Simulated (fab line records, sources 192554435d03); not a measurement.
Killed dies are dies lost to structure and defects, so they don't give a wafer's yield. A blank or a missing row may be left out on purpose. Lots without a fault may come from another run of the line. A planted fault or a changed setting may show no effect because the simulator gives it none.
A struck lot beside a sound one | flow n5_finfet | 17 steps out of a route of 1938
Sound: wafers L605.1, L605.3, L605.6. Struck: wafers L619.2, L619.6. (L619.5 of the same lot was not struck and is left out.) The cause comes at the end.
At each step with rows: each side's tool, then ch and its chambers, then its first start. Under that, the readings that differ: sound wafers | struck wafers | difference of the means | sigmas: that difference in standard deviations of wafers without a fault.
alike: readings whose means differ by less than 2 such deviations, and words and numbers that are the same on both sides. not compared: withheld readings, readings that some wafer has no value for, bounds like >300 that may hide the same value, and numbers for which the record gives no deviation and whose values overlap.
The two part at a step that has a row with sigmas, a row that says differs or no value, or rows on one side only. Numbers that don't overlap but have no deviation are shown without sigmas and don't part them. A reading that every wafer of one side lacks parts them only if that side has two wafers or more.

N5_BEOL_M11_ETCH_62: etches SOC in N2/H2, target depth 110 nm, overetch 22 nm, time 165 s.
  sound on rie_diel-04 ch 2,3, day 13 04:01; struck on rie_diel-04 ch 0,2, day 16 08:25
  alike: drypump_motor_current_A, oes_product_au, rf_vpp_V, showerhead_plenum_p_Torr, throttle_valve_pct
  not compared: rf_hours_counter_h
then, 1 step without rows for these wafers: N5_BEOL_M11_STRIP_68 (strips in N2/H2).
N5_BEOL_M11_STRIP_67: strips in CF4.
  sound on rie_diel-04 ch 2,3, day 13 04:10; struck on rie_diel-04 ch 0,2, day 16 08:33
  alike: drypump_motor_current_A, oes_product_au, rf_vpp_V, showerhead_plenum_p_Torr, throttle_valve_pct
  not compared: rf_hours_counter_h
N5_BEOL_M11_HM_OPEN_17: chemistry Cl2/BCl3, target TiN, target depth 20 nm, overetch 6 nm.
  sound on rie_metal-02 ch 0, day 13 04:13; struck on rie_metal-03 ch 0,1, day 16 08:35
  alike: drypump_motor_current_A, oes_ar_750_au, oes_product_au, throttle_valve_pct
  not compared: rf_hours_counter_h
N5_BEOL_M11_STRIP_19: strips in O2.
  sound on rie_diel-03 ch 0,2, day 13 04:28; struck on rie_diel-06 ch 0,2, day 16 08:47
  alike: drypump_motor_current_A, oes_product_au, rf_vpp_V, showerhead_plenum_p_Torr, throttle_valve_pct
  not compared: rf_hours_counter_h
N5_BEOL_M11_CD_MEAS_18: pitch 140 nm, target cd 70 nm.
  sound on cd_sem-03, day 13 04:32; struck on cd_sem-01, day 16 08:52
  reading    | sound          | struck    | difference | sigmas
  cd_nm (nm) | 69.3 69.4 68.8 | 70.3 71.4 | +1.7       | +2
then, 6 steps without rows for these wafers: N5_BEOL_M11_COAT_63 (time 60 s, resist thk 100 nm); N5_BEOL_M11_COAT_64 (time 60 s, resist thk 30 nm); N5_BEOL_M11_COAT_22 (resist thk 90 nm); N5_BEOL_M11_EBR_24; N5_BEOL_M11_SOFTBAKE_23 (time 60 s); N5_BEOL_M11_EXPOSE_25 (exposes mask V10).
N5_BEOL_M11_PEB_26: peb time 60 s.
  sound on litho_track-03 ch 0, day 13 05:14; struck on litho_track-04 ch 0, day 16 10:55
then, 1 step without rows for these wafers: N5_BEOL_M11_DEVELOP_27 (develop time 30 s).
N5_BEOL_M11_CD_MEAS_28: target cd 70 nm.
  sound on cd_sem-03 ch 0, day 13 05:18; struck on cd_sem-01 ch 0, day 16 10:59
  reading    | sound          | struck    | difference | sigmas
  cd_nm (nm) | 70.7 69.9 70.4 | 72.5 73.3 | +2.6       | +3
N5_BEOL_M11_OVL_MEAS_29:
  sound on overlay-02 ch 0, day 13 05:20; struck on overlay-01 ch 0, day 16 11:01
  alike: V10_OVL
N5_PASSIVATION_PROBE_49:
  the record has rows for the struck wafers here (prober-02, day 18 06:01) and none for the sound ones

WHERE THEY PART
First at N5_BEOL_M11_CD_MEAS_18; last, within this record, at N5_PASSIVATION_PROBE_49.

WHY: what the simulator had put in
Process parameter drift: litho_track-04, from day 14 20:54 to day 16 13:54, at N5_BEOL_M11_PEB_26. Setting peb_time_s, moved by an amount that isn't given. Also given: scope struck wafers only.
